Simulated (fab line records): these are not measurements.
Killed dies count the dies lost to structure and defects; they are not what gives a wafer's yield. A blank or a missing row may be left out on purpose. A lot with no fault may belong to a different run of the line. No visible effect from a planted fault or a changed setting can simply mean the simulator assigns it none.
Split-lot trial | flow n5 finfet | route with 1938 steps; 7 lots, 21 wafers read

== THE SPLIT ITSELF ==
At N5_MOL_CONTACT_COAG_EXPOSE_37 (exposes mask VD, defocus 0 nm), the setting dose mj was moved away from the recipe's 62 on 10 of the 21 wafers read, by -7.3% to +3.0%. All remaining wafers had this setting at the recipe value.

== FROM THE SPLIT TO THE READING: what the file shows between them, 2 steps ==
- N5_MOL_CONTACT_COAG_PEB_38: peb time 60 s
- N5_MOL_CONTACT_COAG_DEVELOP_39: develop time 30 s

== THE READING ==
At N5_MOL_CONTACT_COAG_CD_MEAS_40: cd nm in nanometres, against a target cd of 25.1 nm. On this fab line, fault-free wafers typically give 25.12 nm with a standard deviation of 0.24 nm.

wafer  | tool, chamber at the split | dose mj as run | against the recipe | cd nm, nm | against lot-mates on the recipe
L081.2 | euv scanner-02, 0          | 62             | recipe             | 24.84     | -
L081.3 | euv scanner-02, 0          | 60.22          | -2.9%              | 24.51     | -0.33
L081.6 | euv scanner-02, 0          | 60.22          | -2.9%              | 24.50     | -0.34
L082.2 | euv scanner-02, 0          | 57.58          | -7.1%              | 23.88     | -1.18
L082.3 | euv scanner-02, 0          | 62             | recipe             | 24.95     | -
L082.5 | euv scanner-02, 0          | 62             | recipe             | 25.16     | -
L087.1 | euv scanner-01, 0          | 59.94          | -3.3%              | 24.52     | -0.62
L087.3 | euv scanner-01, 0          | 59.94          | -3.3%              | 24.49     | -0.65
L087.5 | euv scanner-01, 0          | 62             | recipe             | 25.14     | -
L088.1 | euv scanner-01, 0          | 62             | recipe             | 25.03     | -
L088.4 | euv scanner-01, 0          | 57.48          | -7.3%              | 23.76     | -1.27
L088.5 | euv scanner-01, 0          | 57.48          | -7.3%              | 23.75     | -1.28
L089.3 | euv scanner-01, 0          | 62             | recipe             | 25.41     | -
L089.4 | euv scanner-01, 0          | 62             | recipe             | 25.33     | -
L089.5 | euv scanner-01, 0          | 63.88          | +3.0%              | 25.53     | +0.16
L092.2 | euv scanner-02, 0          | 62             | recipe             | 25.17     | -
L092.5 | euv scanner-02, 0          | 60.42          | -2.5%              | 24.41     | -0.76
L092.6 | euv scanner-02, 0          | 60.42          | -2.5%              | 24.69     | -0.48
L096.3 | euv scanner-02, 0          | 62             | recipe             | 25.21     | -
L096.4 | euv scanner-02, 0          | 62             | recipe             | 24.94     | -
L096.5 | euv scanner-02, 0          | 62             | recipe             | 24.66     | -

FIT RESULTS
A straight line over all 21 wafers: cd nm changes by +0.176 nm for each +1% of dose mj; r = +0.95; the points scatter about the line by 0.17 nm.
The same after taking each lot's own level away (the mean of its wafers on the recipe; 21 wafers): +0.162 nm for each +1%; r = +0.95; scatter 0.15 nm.
That fit puts the effect of the largest move of dose mj on the reading at 1.2 nm.
The lots' own levels span 24.840 to 25.370 nm, that is 2.2 times the standard deviation above.
The two slopes are in agreement: the lot-to-lot level therefore moves the slope only a little.
Check: with one of the wafers moved furthest among these (-7.3%) left out of the fit, the line predicts -1.2 nm for it against its lot-mates. Against them it came out at -1.27 nm.

== THESE WAFERS: OTHER SPLITS ==
These wafers also went through other splits before the reading. Each is held against what the fit with the lots' levels taken away leaves over:
other split on the same wafers               | wafers away from the commonest value | r with cd nm (lot level and that fit taken away)
N5_SD_EPI_P_EPI_21 time s                    | 7                                    | +0.04
N5_ILD0_CMP_03 down force psi                | 7                                    | +0.31
N5_HKMG_FIN_ETCH_32 bias w                   | 6                                    | -0.04
N5_HKMG_FIN_ETCH_35 time s                   | 7                                    | -0.21
N5_GATE_CUT_ETCH_58 bias w                   | 6                                    | -0.17
N5_MOL_CONTACT_COAG_CONTACT_ETCH_14 source w | 9                                    | +0.24

== THE FILE'S OWN FIT ==
cd nm changes by +0.165 nm for each +1% of dose mj, r = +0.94.
